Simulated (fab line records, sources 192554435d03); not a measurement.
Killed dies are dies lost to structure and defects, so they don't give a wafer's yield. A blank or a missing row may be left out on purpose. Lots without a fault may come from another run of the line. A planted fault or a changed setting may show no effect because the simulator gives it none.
One fault seen from 3 desks | flow n5_finfet | each desk has only its own numbers; what lay behind them comes last

THE TOOL OWNER'S DESK: rie_si-02
The tool's own readings at N5_PMOS_HMC_CHANNEL_EPI_FIN_RECESS_16 (chemistry HBr/Cl2, target Si, target depth 54 nm, time 18 s): means of the sampled wafers that have a number, for each lot that ran on this tool. A lot is out of limits, marked OUT, if its mean lies more than 4 standard deviations from the usual mean; the brackets give that distance.
Columns: A = HBr_flow_sccm at N5_PMOS_HMC_CHANNEL_EPI_FIN_RECESS_16, usual 150.0 sccm; B = drypump_motor_current_A at N5_PMOS_HMC_CHANNEL_EPI_FIN_RECESS_16, usual 5.9 A; C = he_backside_leak_sccm at N5_PMOS_HMC_CHANNEL_EPI_FIN_RECESS_16, usual 2.79 sccm; D = oes_product_au at N5_PMOS_HMC_CHANNEL_EPI_FIN_RECESS_16, usual 0.995 a.u.; E = throttle_valve_pct at N5_PMOS_HMC_CHANNEL_EPI_FIN_RECESS_16, usual 35.5 %
lot  | first seen here | A     | B   | C    | D                | E
L630 | day 2 05:52     | 149.5 | 6.1 | 2.87 | 1.024            | 35.4
L632 | day 2 18:19     | 149.6 | 5.8 | 2.73 | 0.988            | 35.1
L643 | day 5 11:53     | 149.7 | 5.8 | 2.72 | 0.995            | 35.1
L647 | day 6 13:14     | 150.1 | 5.6 | 2.83 | 0.795 (-10) OUT  | 35.5
L650 | day 7 07:21     | 150.8 | 5.7 | 2.79 | 0.884 (-5.5) OUT | 35.2
This desk's finding: out of limits on L647, L650; first on L647, day 6 13:14 (oes_product_au at N5_PMOS_HMC_CHANNEL_EPI_FIN_RECESS_16). In limits: L630, L632, L643.

THE METROLOGY DESK
What the gauges read, lot by lot, whatever tool the lot ran on: means of the sampled wafers that have a number. A lot is out of limits, marked OUT, if its mean lies more than 4 standard deviations from the usual mean; the brackets give that distance.
Columns: A = cd_nm at N5_WELL_APT_CD_MEAS_25, usual 200.0 nm; B = HMC_CMP_THK at N5_PMOS_HMC_CHANNEL_EPI_THK_MEAS_22, usual 54.3 nm
lot  | first seen here | A     | B
L628 | day 1 15:37     | 198.8 | 54.4
L630 | day 2 02:56     | 202.3 | 55.3
L632 | day 2 15:13     | 197.2 | 54.0
L633 | day 2 21:44     | 198.9 | 53.4
L636 | day 3 14:53     | 201.0 | 53.4
L637 | day 3 21:10     | 201.7 | 54.4
L638 | day 4 02:43     | 199.8 | 54.4
L640 | day 4 16:12     | 199.9 | 54.1
L641 | day 4 21:18     | 199.5 | 54.3
L643 | day 5 09:03     | 201.2 | 54.7
L647 | day 6 09:38     | 202.1 | 35.1 (-24) OUT
L650 | day 7 04:13     | 203.0 | 44.9 (-12) OUT
This desk's finding: out of limits on L647, L650; first on L647, day 6 15:04 (HMC_CMP_THK at N5_PMOS_HMC_CHANNEL_EPI_THK_MEAS_22). In limits: L628, L630, L632, L633, L636, L637, L638, L640, L641, L643.

THE DEFECT DESK
What the inspections along the route counted, lot by lot: means of the sampled wafers that have a number. A lot is out of limits, marked OUT, if its mean lies more than 4 standard deviations from the usual mean; the brackets give that distance.
Columns: A = raw_defect_count at N5_WELL_APT_INSPECT_38, usual 14
lot  | first seen here | A
L628 | day 1 18:36     | 10
L630 | day 2 04:59     | 14
L632 | day 2 17:16     | 17
L633 | day 2 23:44     | 11
L636 | day 3 16:38     | 10
L637 | day 3 22:55     | 12
L638 | day 4 04:53     | 15
L640 | day 4 18:28     | 19
L641 | day 4 23:21     | 9
L643 | day 5 11:02     | 12
L647 | day 6 12:11     | 8
L650 | day 7 06:17     | 15
This desk's finding: nothing out of limits on any of the 12 lots.

PUT TOGETHER
The tool owner's desk could have raised an alarm at day 6 13:14, on L647, L650.
The metrology desk could have raised an alarm at day 6 15:04, on L647, L650.
The defect desk saw nothing out of limits.
The defect desk has L647, L650 on record, within its limits.
Of the lots named, all ran N5_PMOS_HMC_CHANNEL_EPI_FIN_RECESS_16 on rie_si-02.

WHAT THE SIMULATOR HAD PUT IN
Process parameter drift: rie_si-02, from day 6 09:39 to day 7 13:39, at N5_PMOS_HMC_CHANNEL_EPI_FIN_RECESS_16. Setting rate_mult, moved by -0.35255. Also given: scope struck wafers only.
Lots struck among those shown: L647, L650.
Hours from the fault's start to each desk's first reading out of limits: the tool owner's desk, 4; the metrology desk, 5.
